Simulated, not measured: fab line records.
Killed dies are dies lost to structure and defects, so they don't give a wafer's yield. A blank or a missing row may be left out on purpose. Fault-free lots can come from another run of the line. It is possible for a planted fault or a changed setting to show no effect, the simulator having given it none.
Which of the tools did it?	flow nand harc	33 wafers from 11 lots sampled at 5 of the route's 1302 steps

WHAT THE GAUGES READ, wafer by wafer
NHARC_END_SORT_01. Usual: killed at array 55, standard deviation 15; killed at other 1.0, standard deviation 1.2; killed at periphery 3.4, standard deviation 2.2; killed dies 59, standard deviation 15; killed open 3.2, standard deviation 2; killed short 2.5, standard deviation 1.7.
lot	measured	on	killed at array	killed at other	killed at periphery	killed dies	killed open	killed short	flag
L993	day 28 08:52	prober-01	675 69 75	0 0 1	2 1 2	677 70 78	3 4 4	4 3 2	OFF
L995	day 29 05:34	prober-01	671 34 30	0 0 0	6 4 4	677 38 34	2 1 0	6 1 1	OFF
L102	day 30 23:55	prober-01	46 52 41	0 0 0	7 9 8	53 61 49	2 3 4	1 4 3	
L105	day 32 02:10	prober-02	63	2	4	69	7	2	
L104	day 32 02:51	prober-01	58 69 51	3 2 2	1 3 3	62 74 56	2 1 1	0 1 1	

WHAT TOOL EACH LOT RAN ON (gives the tool, then ch and the chambers of the sampled wafers, and finally the start)
lot	NHARC_A_STAIRCASE_TRIM_22	NHARC_A_STAIRCASE_TRIM_26	NHARC_A_STAIRCASE_ETCH_188	NHARC_A_STAIRCASE_ETCH_194
L985	rie diel-06 ch 1,2,3, day 15 17:21 or earlier	rie diel-06 ch 1,2, day 15 17:21 or earlier	rie diel-01 ch 1,3, day 15 17:21	rie diel-01 ch 1,2,3, no start
L989	rie diel-06 ch 1,2,3, day 17 08:08 or earlier	rie diel-06 ch 1,2,3, day 17 08:08 or earlier	rie diel-07 ch 1,3, day 17 08:08	rie diel-07 ch 2,3, no start
L990	rie diel-07 ch 0,1,2, day 17 17:12 or earlier	rie diel-07 ch 0,2, day 17 17:12 or earlier	rie diel-01 ch 1,2,3, day 17 17:12	rie diel-01 ch 0,2,3, no start
L992	rie diel-01 ch 0,3, day 18 18:47 or earlier	rie diel-01 ch 0,1, day 18 18:47 or earlier	rie diel-01 ch 1,2,3, day 18 18:47	rie diel-01 ch 0,1,2, no start
L993	rie diel-06 ch 0,1,2, day 19 07:09 or earlier	rie diel-06 ch 0,1,3, day 19 07:09 or earlier	rie diel-01 ch 0,1,3, day 19 07:09	rie diel-01 ch 0,3, day 28 08:52 or earlier
L995	rie diel-07 ch 2,3, day 20 07:43 or earlier	rie diel-07 ch 0,2,3, day 20 07:43 or earlier	rie diel-01 ch 1,2,3, day 20 07:43	rie diel-01 ch 1,2,3, day 29 05:34 or earlier
L103	rie diel-06 ch 2,3, day 22 23:54 or earlier	rie diel-06 ch 0,1, day 22 23:54 or earlier	rie diel-07 ch 1,2,3, day 22 23:54	rie diel-07 ch 2,3, no start
L102	rie diel-07 ch 1,2,3, day 23 00:31 or earlier	rie diel-07 ch 2,3, day 23 00:31 or earlier	rie diel-06 ch 0,2, day 23 00:31	rie diel-06 ch 0,2,3, day 30 23:55 or earlier
L105	rie diel-01 ch 1,2,3, day 23 14:49 or earlier	rie diel-01 ch 0,1,2, day 23 14:49 or earlier	rie diel-07 ch 0,2,3, day 23 14:49	rie diel-07 ch 1,2,3, day 32 02:10 or earlier
L104	rie diel-07 ch 0,1,2, day 23 15:27 or earlier	rie diel-07 ch 2,3, day 23 15:27 or earlier	rie diel-07 ch 1,2, day 23 15:27	rie diel-07 ch 1,2,3, day 32 02:51 or earlier
L108	rie diel-01 ch 0,1,2, day 25 12:43 or earlier	rie diel-01 ch 0,2,3, day 25 12:43 or earlier	rie diel-01 ch 0,1,3, day 25 12:43	rie diel-01 ch 0,1,3, no start
- NHARC_A_STAIRCASE_TRIM_22: chemistry O2, time 211.2 s.
- NHARC_A_STAIRCASE_TRIM_26: chemistry O2, time 211.2 s.
- NHARC_A_STAIRCASE_ETCH_188: etches the open film in C4F8/O2, target depth 100 nm, time 40.5 s.
- NHARC_A_STAIRCASE_ETCH_194: etches the open film in C4F8/O2, target depth 100 nm, time 40.5 s.

AS READ BY THE TOOLS THEMSELVES (means over the sampled wafers that have a number; for cases with no such wafer, the mark the record gives instead)
NHARC_A_STAIRCASE_TRIM_22. Usual: drypump motor current A 5.7 A, standard deviation 0.37; oes product au 1.000 a.u., standard deviation 0.011; rf vpp V 57.9 V, standard deviation 0.91; showerhead plenum p Torr 3.57 Torr, standard deviation 0.16; throttle valve pct 17.037 %, standard deviation 0.009.
lot	tool	drypump motor current A (A)	oes product au (a.u.)	rf vpp V (V)	showerhead plenum p Torr (Torr)	throttle valve pct (%)	flag
L985	rie diel-06	5.7	0.997	58.7	3.77	17.029	
L989	rie diel-06	5.7	0.991	58.6	3.76	17.035	
L990	rie diel-07	5.3	1.009	58.2	3.53	17.041	
L992	rie diel-01	5.7	1.002	57.3	3.39	17.031	
L993	rie diel-06	5.8	0.989	58.6	3.72	17.031	
L995	rie diel-07	5.7	0.993	57.6	3.45	17.029	
L103	rie diel-06	5.7	0.995	58.6	3.75	17.041	
L102	rie diel-07	5.5	0.992	58.5	3.54	17.031	
L105	rie diel-01	6.0	0.988	57.8	3.46	17.036	
L104	rie diel-07	5.3	1.001	57.2	3.51	17.036	
L108	rie diel-01	5.7	0.995	57.6	3.47	17.046	

NHARC_A_STAIRCASE_TRIM_26. Usual: drypump motor current A 5.7 A, standard deviation 0.36; oes product au 1.000 a.u., standard deviation 0.01; rf vpp V 57.9 V, standard deviation 0.95; showerhead plenum p Torr 3.57 Torr, standard deviation 0.16; throttle valve pct 17.037 %, standard deviation 0.009.
lot	tool	drypump motor current A (A)	oes product au (a.u.)	rf vpp V (V)	showerhead plenum p Torr (Torr)	throttle valve pct (%)	flag
L985	rie diel-06	5.5	0.989	59.0	3.78	17.035	
L989	rie diel-06	5.7	0.996	58.0	3.76	17.032	
L990	rie diel-07	5.2	1.013	57.2	3.40	17.042	
L992	rie diel-01	5.5	1.008	59.1	3.52	17.029	
L993	rie diel-06	5.9	1.004	58.3	3.71	17.039	
L995	rie diel-07	5.4	0.992	57.3	3.42	17.043	
L103	rie diel-06	5.9	0.995	59.1	3.69	17.036	
L102	rie diel-07	5.7	0.992	57.1	3.44	17.039	
L105	rie diel-01	5.6	0.999	57.7	3.48	17.040	
L104	rie diel-07	5.6	0.996	57.4	3.43	17.032	
L108	rie diel-01	5.9	1.004	57.7	3.40	17.044	

NHARC_A_STAIRCASE_ETCH_188. Usual: bias w 1000.5 W, standard deviation 2.5; oes product au 0.942 a.u., standard deviation 0.014; rf fwd power W 591.7 W, standard deviation 2.1; rf vpp V 897 V, standard deviation 5.6.
lot	tool	bias w (W)	oes product au (a.u.)	rf fwd power W (W)	rf vpp V (V)	flag
L985	rie diel-01	1000.5	0.945	593.3	893	
L989	rie diel-07	1000.4	0.931	589.6	897	
L990	rie diel-01	1002.5	0.932	590.5	894	
L992	rie diel-01	1001.8	0.958	591.5	894	
L993	rie diel-01	996.7	1.037	673.1	892	OFF
L995	rie diel-01	998.6	1.032	670.6	895	OFF
L103	rie diel-07	1003.2	0.933	592.8	896	
L102	rie diel-06	997.2	0.928	590.9	903	
L105	rie diel-07	998.8	0.931	592.3	892	
L104	rie diel-07	1000.7	0.925	591.0	900	
L108	rie diel-01	1002.5	0.926	591.2	892	

NHARC_A_STAIRCASE_ETCH_194. Usual: bias w 1000 W, standard deviation 3.1; oes product au 0.942 a.u., standard deviation 0.011; rf fwd power W 592.0 W, standard deviation 2.4; rf vpp V 897 V, standard deviation 5.7.
lot	tool	bias w (W)	oes product au (a.u.)	rf fwd power W (W)	rf vpp V (V)	flag
L985	rie diel-01	1002	0.942	592.1	894	
L989	rie diel-07	1001	0.959	590.4	894	
L990	rie diel-01	1001	0.939	593.4	893	
L992	rie diel-01	1000	0.945	592.8	895	
L993	rie diel-01	997	0.925	592.3	890	
L995	rie diel-01	1000	0.947	589.8	893	
L103	rie diel-07	1001	0.925	590.3	893	
L102	rie diel-06	1000	0.940	590.5	903	
L105	rie diel-07	1001	0.932	591.8	896	
L104	rie diel-07	998	0.928	591.4	896	
L108	rie diel-01	1004	0.935	591.9	892	

THE ANSWER, worked out from the rows above alone
Rule: lot off if the mean of its wafers having a number is beyond 3 standard deviations from the usual mean. A lot without any number at a reading at which 4 lots or more have one is off too. The other lots that the step has rows for count as sound. After the gauges, taken in route order, come the tools' own readings; for these a lot's mean is taken, as printed above. The first step at which some lot is off is used, and at that step the reading that is off furthest; a lot without a number counts as furthest.
Off: L993, L995, at NHARC_END_SORT_01 (killed at array). Neither off nor sound, because the step has no rows for them: L985, L989, L990, L992, L103, L108.
A tool fits if, at a process step before that reading, it ran every lot that is off, and no sound lot after the first of them. Not tried: the gauges at NHARC_END_SORT_01; whatever is off there is also off at NHARC_A_STAIRCASE_ETCH_188, on other tools, and gauge error can't account for it. NHARC_A_STAIRCASE_TRIM_22 gives no start for some lots, so the hours and the order of its lots are those of NHARC_A_STAIRCASE_ETCH_188. NHARC_A_STAIRCASE_TRIM_26 gives no start for some lots, so the hours and the order of its lots are those of NHARC_A_STAIRCASE_ETCH_188. NHARC_A_STAIRCASE_ETCH_194 gives no start for some lots, so the hours and the order of its lots are those of NHARC_END_SORT_01. One fits: rie diel-01 at NHARC_A_STAIRCASE_ETCH_188 and NHARC_A_STAIRCASE_ETCH_194. It ran no sound lot before its first lot that is off in this sample, so the start can't be narrowed down.
The tool's own readings at NHARC_A_STAIRCASE_ETCH_188 bear it out: on the lots that are off they differ by more than 5 times the standard deviation of the sound lots' means. oes product au reads 1.034 a.u. there against 0.928 a.u. on the sound lots; rf fwd power W reads 671.9 W there against 591.4 W on the sound lots.

WHAT WAS PUT IN BY THE SIMULATOR
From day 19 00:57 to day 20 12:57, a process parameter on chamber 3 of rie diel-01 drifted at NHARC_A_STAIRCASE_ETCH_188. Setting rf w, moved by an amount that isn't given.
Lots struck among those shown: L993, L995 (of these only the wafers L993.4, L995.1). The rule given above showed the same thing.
